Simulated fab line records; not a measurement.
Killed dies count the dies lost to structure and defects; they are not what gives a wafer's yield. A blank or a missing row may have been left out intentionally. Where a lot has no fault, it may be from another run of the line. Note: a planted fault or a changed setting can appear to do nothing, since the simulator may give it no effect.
Which tool is to blame? | flow n5 finfet | 9 lots, 26 wafers sampled, at 7 steps of a route of 1938

== WHAT EACH GAUGE READ, for each wafer ==
N5_BEOL_M4_INSPECT_30: inspects for defects (brightfield).
lot  | measured     | on                | raw defect count
L154 | day 7 23:24  | defect inspect-02 | 504 382 306
L158 | day 8 14:22  | defect inspect-01 | 349 382
L164 | day 10 18:54 | defect inspect-02 | 334 403 322
L165 | day 11 02:55 | defect inspect-01 | 361 356 333
L167 | day 11 11:48 | defect inspect-01 | 267 372 294
L169 | day 11 18:40 | defect inspect-01 | 332 350 321
L171 | day 12 10:23 | defect inspect-01 | 490 643 431
L173 | day 12 23:40 | defect inspect-01 | 385 546 455
L175 | day 13 12:44 | defect inspect-01 | 380 373 374

N5_BEOL_M4_OCD_MEAS_38.
lot  | measured     | on     | trench depth nm (nm)
L154 | day 8 04:13  | ocd-02 | 56.2 54.7 56.0
L158 | day 9 01:23  | ocd-01 | 55.3 54.4
L164 | day 11 01:43 | ocd-02 | 63.6 60.8 60.8
L165 | day 11 06:44 | ocd-02 | 59.7 61.1 59.4
L167 | day 11 17:07 | ocd-01 | 55.2 54.4 55.2
L169 | day 11 21:50 | ocd-02 | 56.3 56.7 57.3
L171 | day 12 16:36 | ocd-01 | 55.6 57.3 55.2
L173 | day 13 01:13 | ocd-01 | 52.4 56.4 55.7
L175 | day 13 17:31 | ocd-02 | 52.3 52.4 55.6

N5_BEOL_M4_CD_MEAS_35: target cd 18 nm, target cd y 22.4 nm.
lot  | measured     | on        | cd nm (nm)
L154 | day 8 04:22  | cd sem-02 | 18.3 17.9 18.4
L158 | day 9 01:32  | cd sem-03 | 18.7 18.8
L164 | day 11 01:53 | cd sem-01 | 18.6 18.6 17.8
L165 | day 11 06:53 | cd sem-03 | 18.4 18.6 18.2
L167 | day 11 17:17 | cd sem-03 | 18.1 18.2 18.6
L169 | day 11 21:59 | cd sem-03 | 18.3 18.4 17.8
L171 | day 12 16:45 | cd sem-01 | 19.3 18.0 18.2
L173 | day 13 01:23 | cd sem-01 | 18.7 18.0 17.6
L175 | day 13 17:40 | cd sem-01 | 18.2 18.3 18.6

N5_BEOL_M4_THK_MEAS_53: measures by xrf.
lot  | measured     | on            | M4_THK (nm)
L154 | day 8 07:42  | film metro-02 | 40.9 39.9 39.8
L158 | day 9 05:10  | film metro-01 | 37.7 38.3
L164 | day 11 05:29 | film metro-01 | 48.8 43.3 46.3
L165 | day 11 10:29 | film metro-02 | 45.3 46.0 43.9
L167 | day 11 22:02 | film metro-01 | 41.7 42.0 38.3
L169 | day 12 01:29 | film metro-02 | 41.5 42.6 43.2
L171 | day 12 20:30 | film metro-02 | 39.6 42.0 42.5
L173 | day 13 05:37 | film metro-01 | 34.2 41.3 37.8
L175 | day 13 21:17 | film metro-01 | 39.3 38.2 41.9

N5_BEOL_M4_RC_MEAS_101.
lot  | measured     | on        | DIBL_N (mV/V)  | DIBL_P (mV/V)  | IOFF_N (nA/um) | IOFF_P (nA/um) | ION_N (uA/um) | ION_P (uA/um) | SS_N (mV/dec)  | SS_P (mV/dec)  | VT_N (mV)   | VT_P (mV)
L154 | day 8 08:11  | prober-02 | 37.7 40.3 35.7 | 39.0 41.7 37.3 | 0.19 0.25 0.17 | 0.24 0.30 0.22 | 689 708 694   | 474 481 478   | 70.9 71.5 70.7 | 72.4 73.9 72.3 | 242 240 244 | -246.0 -244.5 -247.6
L158 | day 9 05:28  | prober-02 | 35.9 38.0      | 35.7 37.9      | 0.13 0.19      | 0.19 0.22      | 645 697       | 447 470       | 71.4 71.5      | 73.9 74.1      | 255 246     | -252.4 -249.1
L164 | day 11 06:15 | prober-02 | 31.4 34.2 33.4 | 29.7 33.4 31.2 | 0.10 0.13 0.13 | 0.14 0.19 0.15 | 662 685 679   | 460 473 461   | 70.6 70.9 70.2 | 71.3 72.5 72.0 | 255 249 252 | -255.3 -249.2 -253.8
L165 | day 11 11:06 | prober-01 | 36.1 35.0 38.0 | 37.7 34.5 38.7 | 0.16 0.13 0.19 | 0.24 0.19 0.27 | 691 675 686   | 475 465 470   | 71.5 71.2 72.1 | 73.4 72.5 73.5 | 248 253 249 | -245.8 -250.0 -247.0
L167 | day 11 22:40 | prober-01 | 40.6 32.5 39.4 | 39.8 31.5 38.9 | 0.27 0.11 0.24 | 0.30 0.16 0.28 | 704 668 703   | 478 460 475   | 72.7 70.4 71.9 | 75.1 72.3 74.9 | 240 253 244 | -246.0 -252.3 -246.3
L169 | day 12 01:48 | prober-01 | 39.1 34.7 33.8 | 39.6 33.9 33.5 | 0.22 0.14 0.14 | 0.26 0.19 0.17 | 688 677 689   | 468 466 465   | 71.5 71.0 70.9 | 74.2 72.7 73.3 | 245 251 251 | -250.3 -252.1 -254.2
L171 | day 12 21:17 | prober-02 | 35.7 34.3 36.9 | 35.0 33.1 35.8 | 0.15 0.12 0.16 | 0.20 0.17 0.21 | 693 669 680   | 480 457 464   | 71.4 71.2 71.9 | 73.5 72.0 73.0 | 251 254 250 | -249.1 -251.4 -249.4
L173 | day 13 06:09 | prober-01 | 33.9 36.2 34.3 | 34.6 37.2 35.1 | 0.12 0.16 0.13 | 0.18 0.22 0.19 | 672 685 685   | 462 471 471   | 71.1 72.0 70.7 | 72.8 73.3 72.5 | 251 247 251 | -249.1 -249.4 -250.4
L175 | day 13 22:04 | prober-02 | 33.6 34.4 37.1 | 33.1 32.8 36.3 | 0.12 0.14 0.17 | 0.17 0.16 0.21 | 673 679 673   | 463 453 449   | 70.5 71.0 72.3 | 72.1 72.0 73.5 | 251 252 250 | -255.0 -253.8 -249.5

== WHICH TOOL RAN EACH LOT (tool, then ch and the chambers of the sampled wafers, then the start) ==
lot  | N5_BEOL_M4_STRIP_19                | N5_BEOL_M4_TRENCH_ETCH_37
L154 | rie diel-04 ch 1,2,3, day 7 22:56  | rie diel-04 ch 1,2, day 8 04:04
L158 | rie diel-01 ch 0,2, day 8 13:52    | rie diel-04 ch 1,3, day 9 01:14
L164 | rie diel-04 ch 0,2,3, day 10 18:19 | rie diel-04 ch 0,2,3, day 11 01:35
L165 | rie diel-02 ch 0,2,3, day 11 02:25 | rie diel-04 ch 2,3, day 11 06:35
L167 | rie diel-01 ch 0,1,3, day 11 11:19 | rie diel-01 ch 1,2, day 11 16:58
L169 | rie diel-01 ch 1,2,3, day 11 18:04 | rie diel-01 ch 0,1,3, day 11 21:41
L171 | rie diel-01 ch 0,1,3, day 12 09:47 | rie diel-01 ch 0,1,2, day 12 16:26
L173 | rie diel-01 ch 0,1,3, day 12 23:11 | rie diel-02 ch 0,2, day 13 01:04
L175 | rie diel-02 ch 2,3, day 13 12:08   | rie diel-02 ch 2,3, day 13 17:22
- N5_BEOL_M4_STRIP_19: strips in O2.
- N5_BEOL_M4_TRENCH_ETCH_37: etches SiOC in C4F6/O2, target depth 55.555 nm, time 29.2 s.

== AS READ BY THE TOOLS THEMSELVES (means over the sampled wafers that have a number; for cases with no such wafer, the mark the record gives instead) ==
N5_BEOL_M4_STRIP_19.
lot  | tool        | chamber pressure mTorr (mTorr) | drypump motor current A (A) | o2 flow sccm (sccm) | oes product au (a.u.) | rf vpp V (V) | showerhead plenum p Torr (Torr) | throttle valve pct (%)
L154 | rie diel-04 | 29.996                         | 5.4                         | 225.1               | 0.80                  | 3.8          | 2.14                            | 16.67
L158 | rie diel-01 | 30.003                         | 6.0                         | 225.1               | 0.79                  | 3.8          | 2.08                            | 16.73
L164 | rie diel-04 | 29.993                         | 5.3                         | 224.3               | 0.85                  | 4.0          | 2.18                            | 16.59
L165 | rie diel-02 | 29.996                         | 5.6                         | 225.3               | 0.80                  | 3.9          | 2.10                            | 16.64
L167 | rie diel-01 | 30.003                         | 5.8                         | 224.3               | 0.75                  | 3.7          | 2.02                            | 16.78
L169 | rie diel-01 | 30.006                         | 5.6                         | 225.2               | 0.76                  | 3.3          | 2.05                            | 16.68
L171 | rie diel-01 | 29.984                         | 5.8                         | 225.1               | 0.74                  | 3.5          | 2.02                            | 16.81
L173 | rie diel-01 | 29.999                         | 5.8                         | 224.9               | 0.73                  | 3.4          | 2.02                            | 16.82
L175 | rie diel-02 | 29.974                         | 5.5                         | 225.2               | 0.76                  | 3.4          | 2.15                            | 16.61

N5_BEOL_M4_TRENCH_ETCH_37.
lot  | tool        | C4F6_flow_sccm (sccm) | chamber pressure mTorr (mTorr) | drypump motor current A (A) | oes product au (a.u.) | rf vpp V (V) | run length s (s) | showerhead plenum p Torr (Torr) | throttle valve pct (%)
L154 | rie diel-04 | 9.986                 | 29.983                         | 5.1                         | 0.87                  | 650          | 52.2             | 2.92                            | 21.01
L158 | rie diel-04 | 9.981                 | 30.006                         | 5.8                         | 0.74                  | 676          | 52.6             | 2.92                            | 20.90
L164 | rie diel-04 | 10.010                | 29.997                         | 5.3                         | 0.84                  | 655          | 54.9             | 2.95                            | 20.77
L165 | rie diel-04 | 9.997                 | 29.976                         | 5.3                         | 0.75                  | 652          | 54.8             | 2.92                            | 20.90
L167 | rie diel-01 | 9.984                 | 29.996                         | 5.8                         | 0.78                  | 670          | 51.9             | 2.79                            | 20.68
L169 | rie diel-01 | 9.978                 | 30.006                         | 5.8                         | 0.76                  | 668          | 52.3             | 2.74                            | 20.94
L171 | rie diel-01 | 10.005                | 30.013                         | 5.9                         | 0.75                  | 652          | 52.3             | 2.76                            | 20.74
L173 | rie diel-02 | 10.007                | 29.997                         | 6.0                         | 0.75                  | 681          | 52.3             | 2.80                            | 20.89
L175 | rie diel-02 | 10.017                | 29.982                         | 5.5                         | 0.75                  | 655          | 52.4             | 2.95                            | 20.95

== THE ANSWER, worked out from the rows above alone ==
Rule: the lots themselves supply what counts as usual. Put in order of their means at a reading, lots are off if they are a third of the lots or fewer, leave a main group of 4 or more, and stand apart from it by a gap of 3 or more times the standard deviation of the main group's means; of several such gaps the widest counts. The tables above print the reading to a certain number of digits; a main group whose means all agree to those digits is not used. Also off: a lot with no number at a reading for which 4 or more lots have one. All remaining lots with rows at the step are treated as sound. The gauges are gone through in route order, then the tools' own readings, and for those a lot's mean is taken as printed above. At the first step where some lot is off, the reading lying furthest off is the one used; lots without a number count as furthest.
Off, at N5_BEOL_M4_OCD_MEAS_38 on trench depth nm: L164, L165. The main group has a mean of 55.2 nm with a standard deviation of 0.98.
A tool fits if, at a process step before that reading, it ran every lot that is off, and no sound lot after the first of them. Not tried: the gauges at N5_BEOL_M4_OCD_MEAS_38; whatever is off there is also off at N5_BEOL_M4_TRENCH_ETCH_37, on other tools, and gauge error can't account for it. One fits: N5_BEOL_M4_TRENCH_ETCH_37 on rie diel-04. Its last sound lot is L158 (day 9 01:14), its first lot that is off L164 (day 11 01:35): a fault that began between those two fits.
On the lots that are off, the tool's own readings at N5_BEOL_M4_TRENCH_ETCH_37 differ by more than 5 times the standard deviation of the sound lots' means, which bears it out; run length s reads 54.8 s there versus 52.3 s on the sound lots.

== WHAT HAD BEEN PUT IN BY THE SIMULATOR ==
Drift in process parameters on rie diel-04 at N5_BEOL_M4_TRENCH_ETCH_37, starting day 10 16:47. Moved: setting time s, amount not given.
Shown lots that were struck: L164, L165. This agrees with what the rule above found.
